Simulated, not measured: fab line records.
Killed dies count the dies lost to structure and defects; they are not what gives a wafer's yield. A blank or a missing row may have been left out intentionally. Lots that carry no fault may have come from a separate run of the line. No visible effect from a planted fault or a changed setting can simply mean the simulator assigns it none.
A single fault, viewed from 3 desks + flow n5-finfet + numbers are kept per desk, each desk with only its own; the story behind them comes last

FOR THE TOOL OWNER'S DESK: vapor-etch-02
The tool's own readings at N5_STI_FIN_REVEAL_RECESS_09 (chemistry HF/NH3, target SiO2, afs cycles 11, target depth 42.5 nm, sublimation time 60 s): means of the sampled wafers that have a number, for each lot that ran on this tool. A lot is out of limits, marked OUT, if its mean lies more than 4 standard deviations from the usual mean; the brackets give that distance.
Columns: A = drypump-motor-current-A at N5_STI_FIN_REVEAL_RECESS_09, usual 5.8 A; B = sublimation-temp-c at N5_STI_FIN_REVEAL_RECESS_09, usual 179.99 C
| lot  | first seen here | A   | B      |
|------|-----------------|-----|--------|
| L815 | day 2 11:30     | 6.0 | 180.11 |
| L816 | day 2 16:50     | 5.8 | 179.71 |
| L817 | day 2 22:33     | 6.0 | 180.01 |
| L818 | day 3 05:07     | 6.1 | 180.01 |
| L824 | day 4 16:30     | 6.4 | 179.77 |
| L825 | day 4 23:20     | 6.4 | 180.30 |
| L826 | day 5 06:33     | 6.4 | 180.06 |
This desk found nothing out of limits on any of the 7 lots.

METROLOGY DESK
What the gauges read, lot by lot, whatever tool the lot ran on: means of the sampled wafers that have a number. A lot is out of limits, marked OUT, if its mean lies more than 4 standard deviations from the usual mean; the brackets give that distance.
Columns: A = cd-nm at N5_STI_FIN_REVEAL_CD_MEAS_22, usual 6.16 nm
| lot  | first seen here | A    |
|------|-----------------|------|
| L815 | day 2 14:10     | 6.13 |
| L816 | day 2 19:30     | 6.25 |
| L817 | day 3 00:43     | 6.04 |
| L818 | day 3 07:47     | 6.21 |
| L819 | day 3 12:40     | 6.22 |
| L820 | day 3 18:26     | 6.54 |
| L821 | day 4 01:07     | 6.24 |
| L824 | day 4 19:19     | 5.98 |
| L825 | day 5 01:29     | 6.01 |
| L826 | day 5 08:43     | 6.61 |
| L831 | day 6 14:28     | 5.83 |
| L833 | day 7 01:27     | 5.93 |
| L837 | day 8 02:53     | 6.12 |
This desk found nothing out of limits on any of the 13 lots.

THE DEFECT DESK
Lot by lot, what the route's inspections counted, given as the mean of those sampled wafers with a number. A lot is out of limits, marked OUT, if its mean lies more than 4 standard deviations from the usual mean; the brackets give that distance.
Columns: A = raw-defect-count at N5_STI_FIN_REVEAL_INSPECT_13, usual 10
| lot  | first seen here | A                     |
|------|-----------------|-----------------------|
| L815 | day 2 14:17     | 13                    |
| L816 | day 2 19:37     | 11                    |
| L817 | day 3 00:49     | 12                    |
| L818 | day 3 07:55     | 9                     |
| L819 | day 3 12:47     | 11                    |
| L820 | day 3 18:33     | 6                     |
| L821 | day 4 01:14     | 11                    |
| L824 | day 4 19:26     | 673 (+99 or more) OUT |
| L825 | day 5 01:36     | 618 (+99 or more) OUT |
| L826 | day 5 08:50     | 651 (+99 or more) OUT |
| L831 | day 6 14:35     | 11                    |
| L833 | day 7 01:34     | 12                    |
| L837 | day 8 03:00     | 15                    |
Finding of this desk: L824, L825, L826 out of limits; the first was L824 at day 4 19:26, on raw-defect-count at N5_STI_FIN_REVEAL_INSPECT_13. L815, L816, L817, L818, L819, L820, L821, L831, L833, L837 stayed within limits.

TAKEN TOGETHER
The defect desk could have raised an alarm at day 4 19:26, on L824, L825, L826.
Nothing out of limits was seen by the tool owner's desk.
From the metrology desk's view, nothing was out of limits.
Tool owner's desk: L824, L825, L826 on record, inside its limits.
The metrology desk has L824, L825, L826 on record, within its limits.
Of the lots named, all ran N5_STI_FIN_REVEAL_RECESS_09 on vapor-etch-02.

WHAT WAS PUT IN BY THE SIMULATOR
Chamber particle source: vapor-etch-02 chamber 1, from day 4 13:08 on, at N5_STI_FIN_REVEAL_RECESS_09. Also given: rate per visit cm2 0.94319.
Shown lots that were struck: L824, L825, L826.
Hours from the fault's start to each desk's first reading out of limits: the defect desk, 6.
